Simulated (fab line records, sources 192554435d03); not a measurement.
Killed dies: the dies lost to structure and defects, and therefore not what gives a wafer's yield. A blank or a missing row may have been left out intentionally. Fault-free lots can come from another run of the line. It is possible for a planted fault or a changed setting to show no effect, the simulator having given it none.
fab line records -- flow n5-finfet
[record] lots = 9, wafers = 25, last-day = 17
route steps=1938 shown BEOL_M0_CUTY@711 BEOL_M0@722 BEOL_M4@1111 PASSIVATION@1936
lots that met no fault: taken from a fault-free run of the same line
start-h: the number of hours between the record's first day and the start of the first shown wafer of the lot -- wait-h: hours from the lot's prior step to this one -- " unchanged from the row above -- L1.1+2: several wafers, shown together as one row -- - value missing, or start not given -- * or withheld: withheld -- < > ~ a bound
route shown NAME@n: names a module that has steps shown in the file, with the first one's number in the route -- usual: the fault-free wafers' mean and standard deviation -- same: alike in all rows -- chamber/n: place in a boat -- sites: the reading at each site -- _std_site: the values' standard deviation -- _edge_site: inner sites' mean taken away from outer sites' mean -- radius-mm: for every site, how far away it sits from the centre of the wafer -- mask NAME#n: copy n -- behind: the last tool/chamber to shape the wafer -- hold: the reason the lot was held/the length of the hold in hours/how it ended -- device: whichever transistor did not switch (one of n, p or np) -- end of line: tests of these same wafers at the route's end -- step lacking rows: just its recipe -- killed: dies that structure and defects cost at the first sort, which is not the same as the wafer's yield -- map: a wafer's dies, x killed, . not, _ none there
set.NAME: the setting as run; set.NAME@STEP: as run at that earlier step -- model.NAME: the simulator's own value behind a step, which no gauge read
one table for each step of the route and one row for each wafer, over a sample of lots
services: from which hour (start-h, from the record's first day; less than 0 if before it) a tool's chamber was out of use, for how many hours, and why
[[steps]]
[step N5_BEOL_M0_CUTY_DESCUM_61]
[recipe] chemistry = O2, time-s = 7.9, source-power-w = 50, bias-power-w = 20, pressure-mtorr = 20, rf-frequency-hz = 2.712e+07, temp-c = 40, resist = CAR-ArF-block, o2-flow-sccm = 225
[usual] drypump-motor-current-A = 5.6/0.45, oes-product-au = 0.81/0.087, rf-vpp-V = 243.3/1.5, showerhead-plenum-p-Torr = 2.11/0.076, throttle-valve-pct = 20.31/0.2
[same] time-s = 7.9
lot.wafer,tool,chamber,start-h,wait-h,drypump-motor-current-A,oes-product-au,rf-hours-counter-h,rf-vpp-V,showerhead-plenum-p-Torr,throttle-valve-pct
L595.1,rie-diel-01,3,113.52,0.0,6.1,0.70,226,243.5,2.04,20.43
L595.3,rie-diel-01,0,113.52,0.0,5.2,0.86,47,243.5,2.22,20.36
L595.4,rie-diel-01,1,113.52,0.0,5.3,0.73,229,242.1,2.04,20.56
L597.4,rie-diel-01,1,128.19,0.7,5.3,0.72,235,242.5,2.04,20.57
L597.5,rie-diel-01,0,128.19,0.7,5.1,0.85,-,245.3,2.22,20.37
L597.6,rie-diel-01,3,128.19,0.7,6.1,0.70,-,243.2,2.04,20.43
L599.1,rie-diel-06,0,143.06,0.4,5.2,0.72,191,245.4,2.14,19.96
L599.2,rie-diel-06,1,143.06,0.4,6.4,0.91,12,245.6,2.24,20.34
L599.3,rie-diel-06,3,143.06,0.4,5.1,0.93,36,242.1,2.06,20.45
L600.2,rie-diel-01,2,151.88,0.0,5.6,0.89,42,242.1,2.06,20.28
L600.4,rie-diel-01,0,151.88,0.0,5.2,0.84,59,244.5,2.22,20.35
L600.5,rie-diel-01,3,151.88,0.0,6.2,0.70,-,241.8,2.04,20.45
L603.1,rie-diel-01,3,165.17,0.0,6.1,0.68,244,241.5,2.04,20.47
L603.3,rie-diel-01,1,165.17,0.0,5.4,0.70,248,242.7,2.03,20.58
L603.4,rie-diel-01,2,165.17,0.0,5.6,0.88,44,243.1,2.06,20.30
L605.1,rie-diel-01,2,175.04,0.0,5.6,0.88,49,242.3,2.06,20.32
L605.2,rie-diel-01,3,175.04,0.0,6.1,0.68,249,242.5,2.04,20.46
L605.5,rie-diel-01,0,175.04,0.0,5.2,0.83,-,245.0,2.21,20.40
L611.2,rie-diel-06,0,207.15,0.2,5.2,0.70,215,243.0,2.13,20.01
L611.3,rie-diel-06,2,207.15,0.2,5.8,0.83,74,243.7,2.10,20.10
L614.2,rie-diel-01,3,228.03,0.0,6.1,0.98,1,243.9,2.03,19.82
L614.6,rie-diel-01,3,228.03,0.0,6.2,0.99,-,242.7,2.03,19.80
L616.1,rie-diel-06,0,245.46,0.0,5.2,0.70,228,245.1,2.13,20.04
L616.2,rie-diel-06,3,245.46,0.0,5.0,0.87,71,241.0,2.05,20.51
L616.3,rie-diel-06,2,245.46,0.0,5.8,0.82,86,244.6,2.09,20.12
[step N5_BEOL_M0_STRIP_142]
[recipe] chemistry = N2/H2, time-s = 10, power-w = 450, temp-c = 40, pressure-mtorr = 20, rf-frequency-hz = 6e+07, bias-power-w = 7, n2-flow-sccm = 200, h2-flow-sccm = 200
[usual] drypump-motor-current-A = 5.7/0.43, oes-product-au = 0.80/0.082, rf-vpp-V = 59.1/0.78, showerhead-plenum-p-Torr = 2.55/0.086, throttle-valve-pct = 23.6/0.34
[same] time-s = 10
lot.wafer,tool,chamber,start-h,wait-h,drypump-motor-current-A,oes-product-au,rf-hours-counter-h,rf-vpp-V,showerhead-plenum-p-Torr,throttle-valve-pct
L595.1,rie-diel-04,1,120.75,0.0,5.8,0.68,222,59.6,2.63,24.1
L595.3,rie-diel-04,3,120.75,0.0,5.2,0.86,73,59.9,2.46,23.6
L595.4,rie-diel-04,0,120.75,0.0,6.0,0.80,100,59.8,2.46,23.4
L597.4,rie-diel-04,3,129.69,0.0,5.1,0.85,73,58.6,2.46,23.6
L597.5,rie-diel-04,3,129.69,0.0,5.1,0.85,-,58.2,2.46,23.6
L597.6,rie-diel-04,2,129.69,0.0,6.0,0.73,-,59.5,2.53,23.3
L599.1,rie-diel-06,0,144.75,0.0,5.1,0.73,192,60.0,2.62,23.2
L599.2,rie-diel-06,2,144.75,0.0,5.9,0.86,51,59.4,2.58,23.4
L599.3,rie-diel-06,3,144.75,0.0,5.0,0.92,36,60.7,2.48,23.6
L600.2,rie-diel-04,3,154.02,0.0,5.2,0.83,82,60.1,2.46,23.6
L600.4,rie-diel-04,1,154.02,0.0,5.8,0.67,235,59.4,2.62,24.1
L600.5,rie-diel-04,2,154.02,0.0,6.0,0.71,-,57.7,2.53,23.3
L603.1,rie-diel-06,3,166.11,0.0,5.1,0.91,44,60.0,2.48,23.6
L603.3,rie-diel-06,1,166.11,0.0,6.4,0.90,20,59.0,2.71,23.4
L603.4,rie-diel-06,2,166.11,0.0,5.8,0.85,59,58.4,2.58,23.4
L605.1,rie-diel-06,1,185.12,0.0,6.3,0.90,26,59.5,2.71,23.4
L605.2,rie-diel-06,0,185.12,0.0,5.2,0.72,207,59.1,2.62,23.2
L605.5,rie-diel-06,0,185.12,0.0,5.2,0.71,-,59.6,2.62,23.2
L611.2,rie-diel-04,0,212.40,0.0,5.9,0.77,135,59.3,2.45,23.5
L611.3,rie-diel-04,3,212.40,0.0,5.1,0.81,100,58.9,2.45,23.6
L614.2,rie-diel-06,2,230.75,0.0,5.8,0.83,81,59.1,2.57,23.5
L614.6,rie-diel-06,0,230.75,0.0,5.2,0.71,-,58.8,2.61,23.2
L616.1,rie-diel-06,3,248.98,0.0,5.1,0.87,72,59.0,2.47,23.7
L616.2,rie-diel-06,1,248.98,0.0,6.4,0.84,48,60.5,2.70,23.4
L616.3,rie-diel-06,2,248.98,0.0,5.8,0.82,87,59.6,2.56,23.5
[step N5_BEOL_M0_ALD_136]
[recipe] material = TaN, target-thk-a = *, temp-c = 275, ald-precursor-family = PDMAT, ald-co-reactant = NH3, pressure-torr = 3, carrier-flow-sccm = 1500, pulse-time-s = 2, purge-time-s = 3, co-reactant-purge-time-s = 2, co-reactant-pulse-time-s = 3, ald-cycles = 30, precursor-vessel-temp-c = 75, precursor-vessel-pressure-torr = 26.25, precursor-vessel-carrier-sccm = 1000
[usual] heater-power-outer-w = 229/23, heater-power-w = 420/40
lot.wafer,tool,chamber,start-h,wait-h,heater-power-outer-w,heater-power-w
L595.1,ald-metal-02,2,123.89,0.0,192,329
L595.3,ald-metal-02,0,123.89,0.0,210,367
L595.4,ald-metal-02,1,123.89,0.0,194,363
L597.4,ald-metal-01,1,130.89,0.0,230,428
L597.5,ald-metal-01,3,130.89,0.0,259,463
L597.6,ald-metal-01,0,130.89,0.0,246,457
L599.1,ald-metal-02,2,145.58,0.0,196,328
L599.2,ald-metal-02,3,145.58,0.0,250,440
L599.3,ald-metal-02,1,145.58,0.0,193,365
L600.2,ald-metal-01,0,155.10,0.0,247,457
L600.4,ald-metal-01,2,155.10,0.0,256,443
L600.5,ald-metal-01,1,155.10,0.0,222,421
L603.1,ald-metal-04,1,167.58,0.0,250,423
L603.3,ald-metal-04,2,167.58,0.0,243,464
L603.4,ald-metal-04,0,167.58,0.0,208,395
L605.1,ald-metal-02,2,185.80,0.2,196,332
L605.2,ald-metal-02,3,185.80,0.2,255,438
L605.5,ald-metal-02,0,185.80,0.2,202,367
L611.2,ald-metal-01,0,213.25,0.1,241,446
L611.3,ald-metal-01,2,213.25,0.1,247,446
L614.2,ald-metal-01,2,232.09,0.0,257,449
L614.6,ald-metal-01,2,232.09,0.0,251,434
L616.1,ald-metal-04,0,252.20,0.1,211,394
L616.2,ald-metal-04,1,252.20,0.1,244,434
L616.3,ald-metal-04,2,252.20,0.1,248,450
[step N5_BEOL_M0_CMP_120]
[recipe] stop-on = SiOC, t-overpolish-s = 6.9, down-force-psi = 1, platen-rpm = 50, clearing-platen-down-force-psi = 1.5, clearing-platen-rpm = 50, post-cmp-clean = cu-alkaline, clearing-platen-pad-velocity-m-s = 0.99484, pad-velocity-m-s = 0.99484
[usual] barrier-field-endpoint-s = 3.76/0.13, edge-zone-pressure-frac = 0.999/0.0049, motor-current-A = 5.9/0.61, overpolish-run-s = 6.902/0.0092, time-to-endpoint-s = 62/3.3
lot.wafer,tool,chamber,start-h,wait-h,barrier-field-endpoint-s,edge-zone-pressure-frac,motor-current-A,overpolish-run-s,time-to-endpoint-s
L595.4,cmp-01,3,125.27,0.1,3.78,0.996,4.5,6.915,61
L595.1,cmp-01,0,125.27,0.1,3.68,0.993,6.6,6.908,62
L595.3,cmp-01,2,125.27,0.1,3.87,1.001,6.1,6.885,66
L597.4,cmp-01,0,133.02,0.2,3.72,1.001,6.5,6.913,61
L597.6,cmp-01,3,133.02,0.2,3.68,0.987,4.9,6.890,60
L597.5,cmp-01,0,133.02,0.2,3.86,0.999,6.2,6.894,62
L599.3,cmp-04,0,147.11,0.2,3.80,1.002,6.6,6.898,66
L599.1,cmp-04,1,147.11,0.2,3.70,0.997,5.8,6.897,61
L599.2,cmp-04,2,147.11,0.2,3.80,0.998,5.8,6.896,62
L600.4,cmp-02,2,156.56,0.1,3.82,0.999,5.2,6.903,61
L600.2,cmp-02,3,156.56,0.1,3.53,1.004,5.5,6.884,53
L600.5,cmp-02,2,156.56,0.1,3.79,0.999,5.4,6.905,61
L603.1,cmp-02,0,169.40,0.3,4.09,0.995,6.0,6.904,68
L603.3,cmp-02,1,169.40,0.3,3.97,1.004,6.8,6.934,66
L603.4,cmp-02,2,169.40,0.3,3.86,0.997,5.4,6.896,65
L605.2,cmp-04,1,188.62,0.2,3.96,0.998,6.2,6.911,65
L605.1,cmp-04,0,188.62,0.2,3.94,0.994,6.2,6.909,66
L605.5,cmp-04,1,188.62,0.2,3.74,1.004,6.3,6.914,60
L611.3,cmp-02,0,214.90,0.2,3.70,0.995,6.4,6.900,64
L611.2,cmp-02,2,214.90,0.2,7.32,1.001,5.3,6.900,80
L614.2,cmp-02,2,234.68,0.3,6.97,0.999,5.4,6.918,82
L614.6,cmp-02,2,234.68,0.3,3.62,1.001,5.3,6.892,64
L616.3,cmp-04,1,253.74,0.2,3.68,1.000,6.1,6.904,55
L616.1,cmp-04,2,253.74,0.2,3.27,0.993,5.9,6.886,56
L616.2,cmp-04,3,253.74,0.2,3.64,1.002,6.2,6.907,56
[step N5_BEOL_M0_INSPECT_127]
[recipe] inspect-instrument = darkfield, mode = post-dep
[usual] raw-defect-count = 69/21
lot.wafer,tool,chamber,start-h,wait-h,raw-defect-count
L595.1,defect-inspect-02,-,125.91,0.0,64
L595.3,defect-inspect-02,-,125.91,0.0,48
L595.4,defect-inspect-02,-,125.91,0.0,83
L597.4,defect-inspect-01,-,133.73,0.0,50
L597.5,defect-inspect-01,-,133.73,0.0,101
L597.6,defect-inspect-01,-,133.73,0.0,91
L599.1,defect-inspect-01,-,147.65,0.0,46
L599.2,defect-inspect-01,-,147.65,0.0,44
L599.3,defect-inspect-01,-,147.65,0.0,49
L600.2,defect-inspect-01,-,157.14,0.0,89
L600.4,defect-inspect-01,-,157.14,0.0,65
L600.5,defect-inspect-01,-,157.14,0.0,75
L603.1,defect-inspect-01,-,169.96,0.0,96
L603.3,defect-inspect-01,-,169.96,0.0,113
L603.4,defect-inspect-01,-,169.96,0.0,52
L605.1,defect-inspect-01,-,189.20,0.0,68
L605.2,defect-inspect-01,-,189.20,0.0,93
L605.5,defect-inspect-01,-,189.20,0.0,94
L611.2,defect-inspect-02,-,215.45,0.0,3632
L611.3,defect-inspect-02,-,215.45,0.0,62
L614.2,defect-inspect-02,-,235.24,0.0,3532
L614.6,defect-inspect-02,-,235.24,0.0,47
L616.1,defect-inspect-01,-,254.35,0.0,71
L616.2,defect-inspect-01,-,254.35,0.0,87
L616.3,defect-inspect-01,-,254.35,0.0,91
[step N5_BEOL_M4_RC_MEAS_101]
[usual] DIBL_N = 36.4/2.7, DIBL_P = 36/3.2, IOFF_N = 0.16/0.046, IOFF_P = 0.21/0.055, ION_N = 677/15, ION_P = 464/11, SS_N = 71.5/0.79, SS_P = 73.3/0.93, VT_N = 250/4.1, VT_P = -251/4.4
lot.wafer,tool,chamber,start-h,wait-h,DIBL_N[mV/V],DIBL_P[mV/V],IOFF_N[nA/um],IOFF_P[nA/um],ION_N[uA/um],ION_P[uA/um],SS_N[mV/dec],SS_P[mV/dec],VT_N[mV],VT_P[mV]
L595.1,prober-01,0,164.22,0.2,34.9,35,0.14,0.22,670,466,72.1,73.6,251,-247
L595.3,prober-01,0,164.22,0.2,36.4,37,0.18,0.26,683,472,72.4,73.2,247,-245
L595.4,prober-01,0,164.22,0.2,39.0,41,0.23,0.35,690,470,72.5,75.1,247,-240
L597.4,prober-02,0,201.23,0.5,36.1,36,0.15,0.20,674,469,70.7,72.6,250,-248
L597.5,prober-02,0,201.23,0.5,37.3,37,0.18,0.23,681,471,71.8,74.1,247,-250
L597.6,prober-02,0,201.23,0.5,37.3,38,0.18,0.24,689,474,71.7,73.8,246,-248
L599.1,prober-02,0,206.75,0.0,31.4,29,0.09,0.13,648,452,69.9,71.0,256,-257
L599.2,prober-02,0,206.75,0.0,36.5,36,0.17,0.21,691,470,71.7,72.6,246,-249
L599.3,prober-02,0,206.75,0.0,35.3,34,0.14,0.18,677,463,71.3,72.5,252,-253
L600.2,prober-02,0,216.91,0.2,32.8,32,0.11,0.14,648,457,70.1,72.0,253,-255
L600.4,prober-02,0,216.91,0.2,35.5,35,0.15,0.19,673,457,70.9,72.6,249,-253
L600.5,prober-02,0,216.91,0.2,34.9,34,0.14,0.16,696,462,72.1,73.0,250,-255
L603.1,prober-02,0,230.80,0.0,38.0,36,0.17,0.23,672,461,72.2,73.8,249,-250
L603.3,prober-02,0,230.80,0.0,36.2,36,0.13,0.22,671,461,71.8,72.7,255,-250
L603.4,prober-02,0,230.80,0.0,37.5,36,0.17,0.21,683,460,72.0,73.7,249,-252
L605.1,prober-02,0,238.22,0.0,36.4,37,0.16,0.22,677,468,71.0,74.2,247,-248
L605.2,prober-02,0,238.22,0.0,37.7,38,0.19,0.23,709,480,71.3,73.8,243,-249
L605.5,prober-02,0,238.22,0.0,36.7,36,0.15,0.19,672,457,71.5,73.1,251,-252
L611.3,prober-01,0,266.18,0.3,40.7,43,0.25,0.26,694,461,72.5,74.8,247,-250
L614.6,prober-02,0,293.82,0.8,37.0,36,0.17,0.22,676,454,71.6,74.0,248,-247
L616.1,prober-02,0,316.62,0.0,36.8,37,0.19,0.23,697,475,71.2,72.9,246,-248
L616.2,prober-02,0,316.62,0.0,37.1,38,0.20,0.23,694,466,71.2,73.8,246,-253
L616.3,prober-02,0,316.62,0.0,37.0,38,0.17,0.23,673,466,71.6,74.1,247,-251
[step N5_PASSIVATION_PROBE_49]
[usual] defect-limited-yield = 91.1/1.4, killed_at_M0_to_M3 = 34/9.7, killed_at_M4_up = 13/5.1, killed-at-contacts = 14/6.3, killed-at-front-end = 40/11, killed-at-other = 3.5/2.7, killed-dies = 105/16, killed-on-rim = 13/4.1, killed-open = 70/12, killed-short = 34/7.8, sort_bin_4_leakage = 0.02/0.13, sort_bin_5_function = 5.2/0.88, sort_bin_6_memory = 3.3/0.7, sort-n-pass = 1074/17, sort-yield-pct = 91.0/1.5
[same] gross-dies = 1180, killed-at-back-side = 0, sort_bin_8_speed[%] = 0
lot.wafer,tool,chamber,start-h,wait-h,defect-limited-yield[%],killed_at_M0_to_M3,killed_at_M4_up,killed-at-contacts,killed-at-front-end,killed-at-other,killed-dies,killed-on-rim,killed-open,killed-short,sort_bin_4_leakage[%],sort_bin_5_function[%],sort_bin_6_memory[%],sort-n-pass,sort-yield-pct[%]
L597.4,prober-02,-,298.22,0.2,90.1,58,10,18,29,2,117,17,87,30,0,5.3,4.4,1063,90.1
L597.5,prober-02,-,298.27,0.2,91.9,32,12,13,36,2,95,10,68,26,0,4.5,3.3,1085,91.9
L597.6,prober-02,-,298.32,0.3,93.0,30,7,10,33,3,83,10,48,33,0,4.7,2.2,1097,93.0
L599.1,prober-01,-,307.65,0.0,91.7,42,16,13,26,1,98,16,62,34,0,4.5,3.4,1082,91.7
L599.2,prober-01,-,307.70,0.1,92.1,35,19,7,30,2,93,9,63,30,0,5.3,2.3,1087,92.1
L599.3,prober-01,-,307.75,0.1,90.5,35,16,20,39,2,112,11,75,35,0,4.4,4.7,1068,90.5
L603.1,prober-02,-,339.04,0.0,93.5,21,11,4,41,0,77,14,48,29,0,3.7,2.5,1103,93.5
L603.3,prober-02,-,339.14,0.1,93.1,22,9,4,42,4,81,7,48,33,0,4.1,2.5,1099,93.1
L603.4,prober-02,-,339.19,0.2,90.8,35,15,15,37,6,108,10,64,35,0,5.2,2.9,1072,90.8
L605.1,prober-01,-,339.32,0.0,90.6,31,15,8,49,8,111,16,71,38,0,6.1,2.7,1069,90.6
L605.2,prober-01,-,339.37,0.1,91.4,24,22,21,24,10,101,14,61,40,0,5.5,2.8,1079,91.4
L605.5,prober-01,-,339.52,0.2,91.6,31,18,19,22,9,99,11,62,35,0,5.2,2.7,1081,91.6
L611.2,prober-01,-,371.55,0.1,0,1106,16,6,50,2,1180,152,71,37,0,5.6,3.4,0,0
L611.3,prober-01,-,371.60,0.1,93.0,29,9,7,37,1,83,9,63,20,0,4.4,2.3,1097,93.0
L614.2,prober-01,-,398.84,0.1,0,1115,6,14,43,2,1180,152,75,29,0,5.8,2.8,0,0
L614.6,prober-01,-,399.04,0.3,91.4,38,12,16,22,14,102,11,62,38,0,5.2,3.0,1078,91.4
// killed by level:class
L597.4 BEOL_M0_SAQP:geometric-particle:open=17 MOL_CONTACT_COAG:geometric-particle:open=16 BEOL_M2:geometric-particle:open=13 STI_FIN_REVEAL:geometric-particle:open=11 BEOL_M0_SAQP:geometric-particle:short=10 BEOL_M3:geometric-particle:open=10 FIN_SAQP:geometric-particle:short=6 DUMMY_GATE:geometric-particle:open=4
L597.5 MOL_CONTACT_COAG:geometric-particle:open=12 GATE_CUT:geometric-particle:short=8 BEOL_M0_SAQP:geometric-particle:open=7 BEOL_M3:geometric-particle:open=7 BEOL_M0_SAQP:geometric-particle:short=6 DUMMY_GATE:geometric-particle:open=6 STI_FIN_REVEAL:geometric-particle:open=5 BEOL_M2:geometric-particle:open=5
L597.6 FIN_SAQP:geometric-particle:short=11 BEOL_M0_SAQP:geometric-particle:short=11 MOL_CONTACT_COAG:geometric-particle:open=7 FIN_SAQP:geometric-particle:open=5 BEOL_M1:geometric-particle:open=5 BEOL_M0_SAQP:geometric-particle:open=5 BEOL_M0:geometric-particle:open=4 BEOL_M3:geometric-particle:open=4
L599.1 BEOL_M0_SAQP:geometric-particle:short=12 BEOL_M3:geometric-particle:open=10 MOL_CONTACT_COAG:geometric-particle:open=9 BEOL_M0_SAQP:geometric-particle:open=9 BEOL_M4:geometric-particle:open=9 FIN_SAQP:geometric-particle:short=4 FIN_SAQP:geometric-particle:open=4 STI_FIN_REVEAL:geometric-particle:open=4
L599.2 STI_FIN_REVEAL:geometric-particle:open=10 BEOL_M4:geometric-particle:open=9 BEOL_M0_SAQP:geometric-particle:short=8 FIN_SAQP:geometric-particle:open=7 MOL_CONTACT_COAG:geometric-particle:open=7 BEOL_M0_SAQP:geometric-particle:open=7 BEOL_M3:geometric-particle:open=6 BEOL_M2:geometric-particle:open=6
L599.3 MOL_CONTACT_COAG:geometric-particle:open=17 STI_FIN_REVEAL:geometric-particle:open=16 BEOL_M0_SAQP:geometric-particle:short=11 BEOL_M4:geometric-particle:open=10 BEOL_M0_SAQP:geometric-particle:open=7 BEOL_M2:geometric-particle:open=5 BEOL_M3:geometric-particle:open=4 GATE_CUT:geometric-particle:short=4
L603.1 STI_FIN_REVEAL:geometric-particle:open=13 FIN_SAQP:geometric-particle:short=8 BEOL_M0_SAQP:geometric-particle:short=6 BEOL_M0_SAQP:geometric-particle:open=5 BEOL_M4:geometric-particle:open=5 FIN_SAQP:geometric-particle:open=4 BEOL_M1:geometric-particle:open=4 STARTING-WAFER:geometric-particle:short=3
L603.3 BEOL_M0_SAQP:geometric-particle:open=8 FIN_SAQP:geometric-particle:open=6 FIN_SAQP:geometric-particle:short=6 STI_FIN_REVEAL:geometric-particle:open=6 ILD0:geometric-particle:open=6 BEOL_M0_SAQP:geometric-particle:short=6 MOL_CONTACT_COAG:geometric-particle:open=4 BEOL_M4:geometric-particle:open=4
L603.4 MOL_CONTACT_COAG:geometric-particle:open=13 BEOL_M0_SAQP:geometric-particle:short=10 BEOL_M0_SAQP:geometric-particle:open=9 HKMG_FIN:area-etch=9 STI_FIN_REVEAL:geometric-particle:open=6 BEOL_M2:geometric-particle:open=6 FIN_SAQP:geometric-particle:open=4 BEOL_M3:geometric-particle:open=4
L605.1 STI_FIN_REVEAL:geometric-particle:open=11 BEOL_M2:geometric-particle:open=10 DUMMY_GATE:geometric-particle:open=9 FIN_SAQP:geometric-particle:open=8 BEOL_M0_SAQP:geometric-particle:open=8 MOL_CONTACT_COAG:geometric-particle:open=7 STARTING-WAFER:geometric-particle:short=6 GATE_CUT:geometric-particle:short=6
L605.2 MOL_CONTACT_COAG:geometric-particle:open=16 BEOL_M0_SAQP:geometric-particle:short=9 BEOL_M4:geometric-particle:open=9 STARTING-WAFER:geometric-particle:short=5 MOL_CONTACT_COAG:geometric-particle:short=5 BEOL_M0_SAQP:geometric-particle:open=5 GATE_CUT:geometric-particle:short=4 PASS1_DEP:geometric-particle:short=4
L605.5 MOL_CONTACT_COAG:geometric-particle:open=16 BEOL_M4:geometric-particle:open=6 STI_FIN_REVEAL:geometric-particle:open=5 BEOL_M0_SAQP:geometric-particle:open=5 BEOL_M2:geometric-particle:short=5 BEOL_M3:geometric-particle:open=5 DUMMY_GATE:geometric-particle:open=4 BEOL_M1:geometric-particle:open=4
L611.2 BEOL_M0:area-cmp=1072 FIN_SAQP:geometric-particle:open=9 BEOL_M0_SAQP:geometric-particle:open=9 BEOL_M0_SAQP:geometric-particle:short=9 DUMMY_GATE:geometric-particle:open=7 STI_FIN_REVEAL:geometric-particle:open=6 MOL_CONTACT_COAG:geometric-particle:open=6 BEOL_M3:geometric-particle:open=6
L611.3 BEOL_M3:geometric-particle:open=10 FIN_SAQP:geometric-particle:open=8 DUMMY_GATE:geometric-particle:open=8 BEOL_M0_SAQP:geometric-particle:open=7 MOL_CONTACT_COAG:geometric-particle:open=7 STI_FIN_REVEAL:geometric-particle:open=5 BEOL_M0:geometric-particle:open=4 BEOL_M0_SAQP:geometric-particle:short=3
L614.2 BEOL_M0:area-cmp=1076 STI_FIN_REVEAL:geometric-particle:open=22 MOL_CONTACT_COAG:geometric-particle:open=12 BEOL_M3:geometric-particle:open=10 BEOL_M0_SAQP:geometric-particle:open=8 BEOL_M0_SAQP:geometric-particle:short=8 STI_FIN_REVEAL:geometric-particle:short=7 BEOL_M2:geometric-particle:open=5
L614.6 MOL_CONTACT_COAG:geometric-particle:open=13 BEOL_M1:geometric-particle:open=10 BEOL_M3:geometric-particle:open=6 GATE_CUT:geometric-particle:short=6 BEOL_M0_SAQP:geometric-particle:short=5 MIM_TOP_ETCH:geometric-particle:short=5 BEOL_M2:geometric-particle:open=5 BEOL_M0_SAQP:geometric-particle:open=4
[[services]]
tool,chamber,start-h,hours,kind
cmp-01,-,91.66,2.6,repair
cmp-04,-,99.64,0.8,repair
cmp-01,-,121.50,1.7,repair
rie-diel-04,3,122.87,3.9,repair
cmp-04,-,124.09,4.0,pm
rie-diel-04,-,126.60,2.8,pm
cmp-04,-,128.09,4.6,pm
ald-metal-01,2,137.89,3.8,repair
rie-diel-01,-,144.78,4.3,pm
cmp-04,-,147.72,1.7,repair
cmp-02,-,160.85,1.0,repair
cmp-01,-,165.58,2.2,repair
cmp-02,-,170.68,1.6,repair
ald-metal-04,0,172.22,17.7,repair
rie-diel-06,3,173.08,5.7,repair
cmp-01,-,180.99,0.5,repair
ald-metal-01,-,182.76,8.7,pm
rie-diel-04,3,185.80,9.3,repair
ald-metal-04,1,188.14,11.8,repair
cmp-01,-,191.15,4.0,pm
cmp-02,-,201.76,0.5,repair
cmp-04,-,203.16,1.2,repair
ald-metal-02,2,208.62,5.0,repair
rie-diel-06,-,221.57,2.8,pm
[[key]]
[first-sign] step = N5_BEOL_M0_CMP_120, reading = barrier-field-endpoint-s, direction = up, sigmas = 26, usual = 3.76, struck = 7.15
[effect] step = N5_BEOL_M0_CMP_120, reading = time-to-endpoint-s, direction = up, sigmas = 5.7, usual = *, struck = *
[effect] step = N5_BEOL_M0_INSPECT_127, reading = raw-defect-count, direction = up, sigmas = 99+, usual = 69, struck = 3582
[effect] step = N5_PASSIVATION_PROBE_49, reading = killed_at_M0_to_M3, direction = up, sigmas = 99+, usual = 34, struck = 1110
[more-kills-born-at] N5_BEOL_M0_CMP_120@cmp-02 = 2148
met-at N5_BEOL_M0_CMP_120
struck-lots L611,L614
struck-wafers L611.2,L614.2
later-rows-left-out L611.2,L614.2
not-acting-at N5_BEOL_M0_CUTY_DESCUM_61,N5_BEOL_M0_STRIP_142,N5_BEOL_M0_ALD_136
onset-between 169.40 214.90
[fault] kind = process-parameter-drift, tool = cmp-02, chamber = -, onset-h = 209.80, steps = N5_BEOL_M0_CMP_120, channel = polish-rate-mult, offset = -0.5, shape = step, end-h = 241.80, scope = struck-wafers-only
// later-rows-left-out: the simulator's readings of these wafers behind a module that went badly wrong aren't trusted and aren't shown, but for the sort
